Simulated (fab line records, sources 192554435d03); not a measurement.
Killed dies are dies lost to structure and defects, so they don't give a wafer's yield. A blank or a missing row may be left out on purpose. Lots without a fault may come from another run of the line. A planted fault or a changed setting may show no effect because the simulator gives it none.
fab line records | flow n5_finfet | part 1 of 2: steps 1 to 21 of 28
record lots=5 wafers=15 last_day=17
route steps=1938 shown SPACER0@258 SD_EPI_N@262
lots that met no fault: from a run of the same line without faults
start_h: hours from the record's first day to the start of the lot's first wafer shown | wait_h: hours since the lot's step before | " the same as in the row above | L1.1+2: a row that stands for several wafers | - no value, or no start given | * or withheld: withheld | < > ~ a bound
route shown NAME@n: a module of which the file shows steps, and the number in the route of the first | usual: mean/standard deviation of fault-free wafers | same: alike in all rows | chamber/n: place in a boat | sites: the reading at each site | _std_site: their standard deviation | _edge_site: outer sites' mean less inner sites' | radius_mm: how far each site lies from the wafer's centre | mask NAME#n: copy n | behind: the tool/chamber that last shaped the wafer | hold: why the lot was held/for how many hours/how that ended | device: the transistor (n, p or np) that didn't switch | end of line: the same wafers' tests at the end of the route | a step without rows: its recipe alone | killed: dies lost to structure and defects at the first sort, not the wafer's yield | map: a wafer's dies, x killed, . not, _ none there
set.NAME: the setting as run; set.NAME@STEP: as run at that earlier step | model.NAME: the simulator's own value behind a step, which no gauge read
lots at some steps of the route; a table a step, a row a wafer
services: from which hour (start_h, from the record's first day; less than 0 if before it) a tool's chamber was out of use, for how many hours, and why
## steps
# step N5_SPACER0_ALD_07
# recipe material=SiNx target_thk_a=20 temp_c=400 ald_precursor_family=SiH2I2 ald_co_reactant=N2/H2-plasma pressure_torr=2
# usual heater_power_w=852/110
# columns lot.wafer tool chamber start_h wait_h heater_power_w since_wet_clean_h
L077.1 ald_sin-01 2 65.85 0.0 729 347
L077.4 " 0 " " 824 347
L077.6 " 3 " " 1093 -
L078.1 ald_sin-02 2 72.81 0.3 868 262
L078.4 " 0 " " 737 262
L078.5 " 3 " " 707 -
L083.1 ald_sin-04 1 102.44 0.0 884 200
L083.3 " 3 " " 790 200
L083.5 " 0 " " 860 -
L088.2 ald_sin-04 1 135.09 0.0 863 233
L088.3 " 0 " " 826 233
L088.6 " 1 " " 873 -
L093.2 ald_sin-02 2 164.18 0.0 874 353
L093.3 " 0 " " 739 353
L093.5 " 3 " " 699 -
# step N5_SPACER0_ALD_00
# recipe material=SiOCN target_thk_a=35 temp_c=400 ald_precursor_family=alkyl-aminosilane ald_co_reactant=O2/N2-plasma pulse_time_s=3 purge_time_s=2 co_reactant_purge_time_s=2 ald_cycles=58 pressure_torr=2
# usual heater_power_w=851/110 precursor_pulse_height_rel=1.000/0.019
# columns lot.wafer tool chamber start_h wait_h heater_power_w precursor_pulse_height_rel since_wet_clean_h
L077.1 ald_sin-01 2 66.01 0.1 701 1.019 347
L077.4 " 0 " " 846 1.016 347
L077.6 " 3 " " 1135 1.028 -
L078.1 ald_sin-02 2 72.97 0.1 850 1.006 262
L078.4 " 0 " " 730 1.021 262
L078.5 " 3 " " 699 1.037 -
L083.1 ald_sin-04 1 102.59 0.1 854 1.010 200
L083.3 " 3 " " 793 0.995 200
L083.5 " 0 " " 817 1.000 -
L088.2 ald_sin-04 1 135.24 0.1 867 1.017 233
L088.3 " 0 " " 851 0.999 233
L088.6 " 1 " " 869 0.987 -
L093.2 ald_sin-02 2 164.33 0.1 863 1.056 353
L093.3 " 0 " " 751 0.990 353
L093.5 " 3 " " 696 0.988 -
# step N5_SPACER0_ALD_08
# recipe material=SiNx target_thk_a=20 temp_c=400 ald_precursor_family=SiH2I2 ald_co_reactant=N2/H2-plasma pressure_torr=2
# usual heater_power_w=853/110
# columns lot.wafer tool chamber start_h wait_h heater_power_w since_wet_clean_h
L077.1 ald_sin-01 2 66.26 0.1 702 347
L077.4 " 0 " " 808 347
L077.6 " 3 " " 1126 -
L078.1 ald_sin-02 2 73.22 0.1 852 262
L078.4 " 0 " " 734 262
L078.5 " 3 " " 711 -
L083.1 ald_sin-04 1 102.85 0.1 851 201
L083.3 " 3 " " 798 201
L083.5 " 0 " " 837 -
L088.2 ald_sin-04 1 135.50 0.1 869 233
L088.3 " 0 " " 853 233
L088.6 " 1 " " 891 -
L093.2 ald_sin-02 2 164.59 0.1 858 354
L093.3 " 0 " " 745 354
L093.5 " 3 " " 696 -
# step N5_SPACER0_INSPECT_04
# recipe inspect_instrument=darkfield mode=post_dep
# usual raw_defect_count=140/35
# columns lot.wafer tool chamber start_h wait_h raw_defect_count
L077.1 defect_inspect-02 - 66.42 0.1 111
L077.4 " - " " 126
L077.6 " - " " 126
L078.1 defect_inspect-01 - 73.38 0.1 157
L078.4 " - " " 149
L078.5 " - " " 109
L083.1 defect_inspect-01 - 103.01 0.1 74
L083.3 " - " " 117
L083.5 " - " " 103
L088.2 defect_inspect-02 - 135.65 0.1 101
L088.3 " - " " 185
L088.6 " - " " 151
L093.2 defect_inspect-02 - 164.75 0.1 105
L093.3 " - " " 114
L093.5 " - " " 140
# step N5_SD_EPI_N_COAT_32
# recipe resist=SOC temp_c=250 time_s=60 spin_rpm=1500 resist_thk_nm=350
# usual dispense_pressure_kPa=48/4.2
# columns lot.wafer tool chamber start_h wait_h dispense_pressure_kPa
L077.1 litho_track-05 0 66.45 0.0 43
L077.4 " 0 " " 43
L077.6 " 0 " " 43
L078.1 litho_track-05 0 73.41 0.0 43
L078.4 " 0 " " 43
L078.5 " 0 " " 43
L083.1 litho_track-01 0 103.04 0.0 53
L083.3 " 0 " " 53
L083.5 " 0 " " 53
L088.2 litho_track-05 0 135.69 0.0 43
L088.3 " 0 " " 43
L088.6 " 0 " " 43
L093.2 litho_track-05 0 164.78 0.0 43
L093.3 " 0 " " 43
L093.5 " 0 " " 43
# step N5_SD_EPI_N_COAT_33
# recipe resist=SiARC temp_c=220 time_s=60 spin_rpm=1500 resist_thk_nm=35
# usual dispense_pressure_kPa=48/4.2
# columns lot.wafer tool chamber start_h wait_h dispense_pressure_kPa
L077.1 litho_track-05 0 - - 43
L077.4 " 0 " " 43
L077.6 " 0 " " 43
L078.1 litho_track-05 0 - - 43
L078.4 " 0 " " 43
L078.5 " 0 " " 43
L083.1 litho_track-01 0 - - 53
L083.3 " 0 " " 53
L083.5 " 0 " " 53
L088.2 litho_track-05 0 - - 43
L088.3 " 0 " " 43
L088.6 " 0 " " 43
L093.2 litho_track-05 0 - - 43
L093.3 " 0 " " 43
L093.5 " 0 " " 43
# step N5_SD_EPI_N_COAT_03
# recipe resist=CAR-ArF-block spin_rpm=1500 resist_thk_nm=150
# usual dispense_pressure_kPa=48/4.2
# columns lot.wafer tool chamber start_h wait_h dispense_pressure_kPa
L077.1 litho_track-05 0 - - 43
L077.4 " 0 " " 43
L077.6 " 0 " " 43
L078.1 litho_track-05 0 - - 43
L078.4 " 0 " " 43
L078.5 " 0 " " 43
L083.1 litho_track-01 0 - - 53
L083.3 " 0 " " 53
L083.5 " 0 " " 53
L088.2 litho_track-05 0 - - 43
L088.3 " 0 " " 43
L088.6 " 0 " " 43
L093.2 litho_track-05 0 - - 43
L093.3 " 0 " " 43
L093.5 " 0 " " 43
# step N5_SD_EPI_N_EBR_05
# recipe solvent=PGMEA ebr_width_mm=1.5
# columns lot.wafer tool chamber start_h wait_h
L077.1+4+6 litho_track-05 0 - -
L078.1+4+5 litho_track-05 0 - -
L083.1+3+5 litho_track-01 0 - -
L088.2+3+6 litho_track-05 0 - -
L093.2+3+5 litho_track-05 0 - -
# step N5_SD_EPI_N_SOFTBAKE_04
# recipe temp_c=110 time_s=60 resist=CAR-ArF-block
# columns lot.wafer tool chamber start_h wait_h
L077.1+4+6 litho_track-05 0 - -
L078.1+4+5 litho_track-05 0 - -
L083.1+3+5 litho_track-01 0 - -
L088.2+3+6 litho_track-05 0 - -
L093.2+3+5 litho_track-05 0 - -
# step N5_SD_EPI_N_EXPOSE_06
# recipe mask_id=SD_N_BLK na=1.35 source_shape=conventional sigma_outer=0.8 polarization=unpolarized target_cd_nm=120 dose_mj=39.75
# usual focus_offset_nm=0.0/0.56
# columns lot.wafer tool chamber start_h wait_h mask focus_offset_nm
L077.1 arfi_scanner-03 0 66.57 - SD_N_BLK#0 0.2
L077.4 " 0 " " SD_N_BLK#0 1.3
L077.6 " 0 " " SD_N_BLK#0 -0.3
L078.1 arfi_scanner-02 0 73.66 - SD_N_BLK#0 0.3
L078.4 " 0 " " SD_N_BLK#0 -0.3
L078.5 " 0 " " SD_N_BLK#0 -0.4
L083.1 arfi_scanner-02 0 103.29 - SD_N_BLK#0 0.3
L083.3 " 0 " " SD_N_BLK#0 0.3
L083.5 " 0 " " SD_N_BLK#0 0.9
L088.2 arfi_scanner-03 0 135.93 - SD_N_BLK#0 -0.6
L088.3 " 0 " " SD_N_BLK#0 -0.9
L088.6 " 0 " " SD_N_BLK#0 -0.8
L093.2 arfi_scanner-01 0 165.03 - SD_N_BLK#0 -0.3
L093.3 " 0 " " SD_N_BLK#0 0.0
L093.5 " 0 " " SD_N_BLK#0 0.0
# step N5_SD_EPI_N_PEB_07
# recipe peb_temp_c=110 peb_time_s=60 resist=CAR-ArF-block
# columns lot.wafer tool chamber start_h wait_h
L077.1+4+6 litho_track-02 0 66.63 0.1
L078.1+4+5 litho_track-02 0 73.71 0.1
L083.1+3+5 litho_track-05 0 103.34 0.1
L088.2+3+6 litho_track-02 0 135.99 0.0
L093.2+3+5 litho_track-01 0 165.08 0.0
# step N5_SD_EPI_N_DEVELOP_08
# recipe develop_time_s=30 developer=TMAH resist=CAR-ArF-block dev_temp_c=23 rinse_liquid=diw dry=air_spin
# usual developer_temp_C=23.00/0.1
# columns lot.wafer tool chamber start_h wait_h developer_temp_C
L077.1 litho_track-02 0 - - 23.09
L077.4 " 0 " " 22.94
L077.6 " 0 " " 23.03
L078.1 litho_track-02 0 - - 23.09
L078.4 " 0 " " 22.96
L078.5 " 0 " " 22.99
L083.1 litho_track-05 0 - - 23.22
L083.3 " 0 " " 23.11
L083.5 " 0 " " 23.12
L088.2 litho_track-02 0 - - 22.97
L088.3 " 0 " " 23.10
L088.6 " 0 " " 23.08
L093.2 litho_track-01 0 - - 22.91
L093.3 " 0 " " 22.87
L093.5 " 0 " " 22.92
# step N5_SD_EPI_N_CD_MEAS_09
# recipe target_cd_nm=120 landing_energy_ev=500 detector=se_inlens
# usual cd_nm=120.2/0.85
# columns lot.wafer tool chamber start_h wait_h cd_nm
L077.1 cd_sem-02 0 66.70 - 120.0
L077.4 " 0 " " 119.9
L077.6 " 0 " " 118.5
L078.1 cd_sem-02 0 73.78 - 119.8
L078.4 " 0 " " 119.1
L078.5 " 0 " " 119.3
L083.1 cd_sem-03 0 103.41 - 120.7
L083.3 " 0 " " 121.2
L083.5 " 0 " " 119.9
L088.2 cd_sem-03 0 136.05 - 119.7
L088.3 " 0 " " 120.3
L088.6 " 0 " " 119.4
L093.2 cd_sem-02 0 165.15 - 120.3
L093.3 " 0 " " 119.7
L093.5 " 0 " " 118.9
# step N5_SD_EPI_N_OVL_MEAS_10
# recipe points_per_wafer=44
# usual SD_N_BLK_OVL=0.4/0.76
# columns lot.wafer tool chamber start_h wait_h SD_N_BLK_OVL[nm]
L077.1 overlay-01 0 66.73 0.0 1.0
L077.4 " 0 " " 0.4
L077.6 " 0 " " -0.7
L078.1 overlay-01 0 73.81 0.0 0.8
L078.4 " 0 " " 0.7
L078.5 " 0 " " 0.9
L083.1 overlay-01 0 103.44 0.0 1.7
L083.3 " 0 " " 0.5
L083.5 " 0 " " 1.8
L088.2 overlay-01 0 136.08 0.0 1.8
L088.3 " 0 " " -0.2
L088.6 " 0 " " 0.6
L093.2 overlay-02 0 165.18 0.0 0.6
L093.3 " 0 " " 1.9
L093.5 " 0 " " 1.1
# step N5_SD_EPI_N_INSPECT_11
# recipe mode=adi inspect_instrument=macro
# usual raw_defect_count=2.1/1.3
# columns lot.wafer tool chamber start_h wait_h raw_defect_count
L077.1 defect_inspect-02 - 66.75 0.0 1
L077.4 " - " " 2
L077.6 " - " " 3
L078.1 defect_inspect-02 - 73.83 0.0 1
L078.4 " - " " 3
L078.5 " - " " 1
L083.1 defect_inspect-01 - 103.46 0.0 2
L083.3 " - " " 2
L083.5 " - " " 2
L088.2 defect_inspect-02 - 136.11 0.0 5
L088.3 " - " " 3
L088.6 " - " " 2
L093.2 defect_inspect-01 - 165.20 0.0 1
L093.3 " - " " 1
L093.5 " - " " 3
# step N5_SD_EPI_N_DESCUM_14
# recipe chemistry=O2 time_s=7.9 source_power_w=50 bias_power_w=20 pressure_mtorr=20 rf_frequency_hz=2.712e+07 temp_c=40 resist=CAR-ArF-block o2_flow_sccm=225
# usual drypump_motor_current_A=6.0/0.45 oes_product_au=0.76/0.081 rf_vpp_V=243.1/1.3 showerhead_plenum_p_Torr=2.08/0.065 temp_c=39.98/0.12 throttle_valve_pct=20.33/0.25
# columns lot.wafer tool chamber start_h wait_h drypump_motor_current_A oes_product_au rf_hours_counter_h rf_vpp_V showerhead_plenum_p_Torr temp_c throttle_valve_pct
L077.1 rie_diel-04 1 66.78 0.0 6.1 0.72 186 244.5 2.18 39.90 20.21
L077.4 " 2 " " 6.4 0.73 170 241.8 2.06 39.82 20.51
L077.6 " 0 " " 6.6 0.71 - 244.5 2.19 39.91 20.23
L078.1 rie_diel-04 2 73.87 0.0 6.3 0.74 173 243.3 2.06 39.86 20.50
L078.4 " 0 " " 6.6 0.72 179 244.2 2.19 39.96 20.23
L078.5 " 2 " " 6.3 0.74 - 243.1 2.06 40.13 20.51
L083.1 rie_diel-03 2 103.84 0.4 6.0 0.74 198 243.4 2.16 40.06 20.90
L083.3 " 0 " " 5.3 0.74 161 242.8 2.10 40.13 20.47
L083.5 " 2 " " 6.0 0.73 - 245.3 2.16 39.95 20.91
L088.2 rie_diel-05 1 136.14 0.0 5.0 0.74 179 243.0 2.08 39.79 20.13
L088.3 " 2 " " 5.9 0.70 229 240.8 1.98 39.98 20.59
L088.6 " 2 " " 5.9 0.69 - 243.0 1.98 39.97 20.59
L093.2 rie_diel-04 1 165.24 0.0 6.1 0.69 223 244.6 2.17 39.95 20.27
L093.3 " 3 " " 6.1 0.81 112 242.2 2.02 40.04 20.14
L093.5 " 1 " " 6.1 0.70 - 246.8 2.17 40.00 20.25
# step N5_SD_EPI_N_ETCH_34
# recipe chemistry=CF4 target=SiARC target_depth_a=455 mask_material=CAR-ArF-block time_s=75.8 ion_energy_ev=80 pressure_mtorr=40 source_w=545 bias_w=36 Ar_flow_sccm=100 cf4_flow_sccm=100 ends=cleared
# usual drypump_motor_current_A=6.0/0.44 etch_rf_on_time_s=75.8/1.6 oes_product_au=0.65/0.069 rf_vpp_V=184.0/1.1 showerhead_plenum_p_Torr=2.13/0.059 throttle_valve_pct=15.57/0.24
# columns lot.wafer tool chamber start_h wait_h drypump_motor_current_A etch_rf_on_time_s oes_product_au rf_hours_counter_h rf_vpp_V showerhead_plenum_p_Torr throttle_valve_pct
L077.1 rie_diel-04 1 66.82 0.0 6.1 74.4 0.63 186 185.9 2.20 15.35
L077.4 " 2 " " 6.4 75.3 0.63 170 183.8 2.13 15.82
L077.6 " 0 " " 6.6 79.2 0.61 - 186.2 2.22 15.39
L078.1 rie_diel-04 2 73.90 0.0 6.3 76.8 0.62 173 182.9 2.13 15.85
L078.4 " 0 " " 6.6 80.0 0.60 179 184.2 2.22 15.41
L078.5 " 2 " " 6.3 76.3 0.62 - 184.6 2.13 15.84
L083.1 rie_diel-03 2 103.88 0.0 6.0 77.2 0.61 198 184.9 2.20 16.02
L083.3 " 0 " " 5.3 77.5 0.63 161 183.4 2.14 15.64
L083.5 " 2 " " 5.9 77.1 0.63 - 186.1 2.20 16.03
L088.2 rie_diel-05 1 136.18 0.0 5.0 75.9 0.62 179 184.5 2.13 15.49
L088.3 " 2 " " 6.0 74.3 0.60 229 182.5 2.04 15.81
L088.6 " 2 " " 5.9 75.1 0.60 - 184.2 2.04 15.81
L093.2 rie_diel-04 1 165.27 0.0 6.1 74.8 0.60 223 186.1 2.19 15.43
L093.3 " 3 " " 6.0 76.4 0.68 112 185.3 2.07 15.36
L093.5 " 1 " " 6.1 73.9 0.60 - 186.1 2.19 15.45
# step N5_SD_EPI_N_ETCH_35
# recipe chemistry=N2/H2 target=SOC overetch_a=1080 mask_material=SiARC temp_c=40 ion_energy_ev=100 source_w=3000 bias_w=133 pressure_mtorr=20 time_s=486 n2_flow_sccm=200 h2_flow_sccm=200
# usual drypump_motor_current_A=6.0/0.44 n2_flow_sccm=199.9/0.6 oes_product_au=0.68/0.066 rf_vpp_V=240.5/1.3 showerhead_plenum_p_Torr=2.53/0.073 temp_c=40.00/0.11 throttle_valve_pct=23.7/0.32
# columns lot.wafer tool chamber start_h wait_h drypump_motor_current_A n2_flow_sccm oes_product_au rf_hours_counter_h rf_vpp_V showerhead_plenum_p_Torr temp_c throttle_valve_pct
L077.1 rie_diel-04 1 66.87 0.0 6.1 199.8 0.65 186 242.0 2.63 39.77 23.4
L077.4 " 2 " " 6.4 200.9 0.66 170 241.7 2.54 39.98 24.0
L077.6 " 0 " " 6.6 200.6 0.64 - 243.1 2.63 39.97 23.5
L078.1 rie_diel-04 2 73.96 0.0 6.4 199.7 0.66 173 240.2 2.54 39.94 24.0
L078.4 " 0 " " 6.6 198.9 0.65 179 242.1 2.63 40.10 23.5
L078.5 " 2 " " 6.3 201.2 0.66 - 240.5 2.54 39.97 24.0
L083.1 rie_diel-03 2 103.94 0.0 6.0 199.7 0.66 198 243.3 2.62 39.81 24.5
L083.3 " 0 " " 5.3 200.5 0.66 161 241.2 2.52 40.04 23.7
L083.5 " 2 " " 6.0 199.5 0.65 - 241.8 2.62 39.83 24.5
L088.2 rie_diel-05 1 136.23 0.0 5.0 200.0 0.65 179 240.4 2.53 40.04 23.6
L088.3 " 2 " " 6.0 200.3 0.62 229 238.7 2.41 40.16 24.1
L088.6 " 2 " " 6.0 199.8 0.62 - 238.7 2.41 40.17 24.1
L093.2 rie_diel-04 1 165.33 0.0 6.1 199.5 0.63 223 244.0 2.61 39.96 23.4
L093.3 " 3 " " 6.1 199.7 0.72 112 239.8 2.45 39.92 23.7
L093.5 " 1 " " 6.0 200.0 0.62 - 242.2 2.62 39.98 23.4
# step N5_SD_EPI_N_STRIP_36
# recipe chemistry=N2/H2 temp_c=40 n2_flow_sccm=200 h2_flow_sccm=200 rf_frequency_hz=6e+07
# columns lot.wafer tool chamber start_h wait_h
L077.1+4+6 rie_diel-04 1,2,0 67.19 0.2
L078.1+4+5 rie_diel-04 2,0,2 74.27 0.2
L083.1+3+5 rie_diel-03 2,0,2 104.25 0.2
L088.2+3+6 rie_diel-05 1,2,2 136.55 0.2
L093.2+3+5 rie_diel-04 1,3,1 165.64 0.2
# step N5_SD_EPI_N_ETCHBACK_44
# recipe chemistry=CH3F/O2 mode=anisotropic_etchback target=SiNx target_depth_a=145 stop_on=SiO2 over_etch_frac=0.3 ion_energy_ev=120 pressure_mtorr=30 source_w=395 bias_w=73 Ar_flow_sccm=150 CH3F_flow_sccm=30 O2_flow_sccm=20
# usual drypump_motor_current_A=6.0/0.45 oes_product_au=0.65/0.063 rf_vpp_V=295/5.2 showerhead_plenum_p_Torr=1.99/0.061 throttle_valve_pct=16.30/0.24
# columns lot.wafer tool chamber start_h wait_h drypump_motor_current_A oes_product_au rf_hours_counter_h rf_vpp_V showerhead_plenum_p_Torr throttle_valve_pct
L077.1 rie_diel-04 1 67.20 0.0 6.1 0.62 186 296 2.07 16.10
L077.4 " 2 " " 6.4 0.63 171 291 1.98 16.52
L077.6 " 0 " " 6.6 0.62 - 302 2.07 16.11
L078.1 rie_diel-04 2 74.28 0.0 6.4 0.62 173 291 1.98 16.52
L078.4 " 0 " " 6.6 0.62 179 302 2.07 16.11
L078.5 " 2 " " 6.4 0.64 - 291 1.98 16.51
L083.1 rie_diel-03 2 104.26 0.0 6.0 0.63 198 299 2.07 16.84
L083.3 " 0 " " 5.3 0.63 161 295 2.00 16.39
L083.5 " 2 " " 5.9 0.63 - 298 2.07 16.85
L088.2 rie_diel-05 1 136.56 0.0 5.0 0.62 179 290 1.99 16.18
L088.3 " 2 " " 5.9 0.60 229 293 1.89 16.45
L088.6 " 2 " " 5.9 0.61 - 294 1.89 16.48
L093.2 rie_diel-04 1 165.65 0.0 6.1 0.59 223 297 2.05 16.17
L093.3 " 3 " " 6.1 0.68 113 305 1.94 16.11
L093.5 " 1 " " 6.1 0.60 - 296 2.05 16.20
# step N5_SD_EPI_N_ETCH_45
# recipe chemistry=CH3F/O2 target=SiOCN target_depth_a=60 mask_material=SOC ion_energy_ev=60 bias_w=29 pressure_mtorr=15 source_w=410 Ar_flow_sccm=150 CH3F_flow_sccm=30 O2_flow_sccm=20
# usual drypump_motor_current_A=6.0/0.44 oes_product_au=0.76/0.081 rf_vpp_V=127.3/0.98 showerhead_plenum_p_Torr=1.98/0.061 throttle_valve_pct=23.22/0.27
# columns lot.wafer tool chamber start_h wait_h drypump_motor_current_A oes_product_au rf_hours_counter_h rf_vpp_V showerhead_plenum_p_Torr throttle_valve_pct
L077.1 rie_diel-04 1 67.30 0.1 6.1 0.72 186 128.2 2.06 22.92
L077.4 " 2 " " 6.4 0.72 171 125.8 1.97 23.43
L077.6 " 0 " " 6.7 0.71 - 128.9 2.07 22.97
L078.1 rie_diel-04 2 74.38 0.1 6.3 0.72 173 128.4 1.97 23.44
L078.4 " 0 " " 6.6 0.71 179 128.0 2.07 22.98
L078.5 " 2 " " 6.4 0.72 - 126.0 1.97 23.45
L083.1 rie_diel-03 2 104.36 0.1 6.0 0.73 198 127.9 2.07 23.87
L083.3 " 0 " " 5.3 0.74 161 127.4 2.00 23.32
L083.5 " 2 " " 6.0 0.73 - 128.8 2.07 23.86
L088.2 rie_diel-05 1 136.66 0.1 5.0 0.73 179 128.4 1.99 23.05
L088.3 " 2 " " 6.0 0.70 229 125.0 1.88 23.37
L088.6 " 2 " " 5.9 0.69 - 126.6 1.88 23.34
L093.2 rie_diel-04 1 165.75 0.1 6.1 0.70 223 127.2 2.05 22.97
L093.3 " 3 " " 6.1 0.80 113 126.4 1.93 23.10
L093.5 " 1 " " 6.1 0.70 - 128.4 2.05 22.94
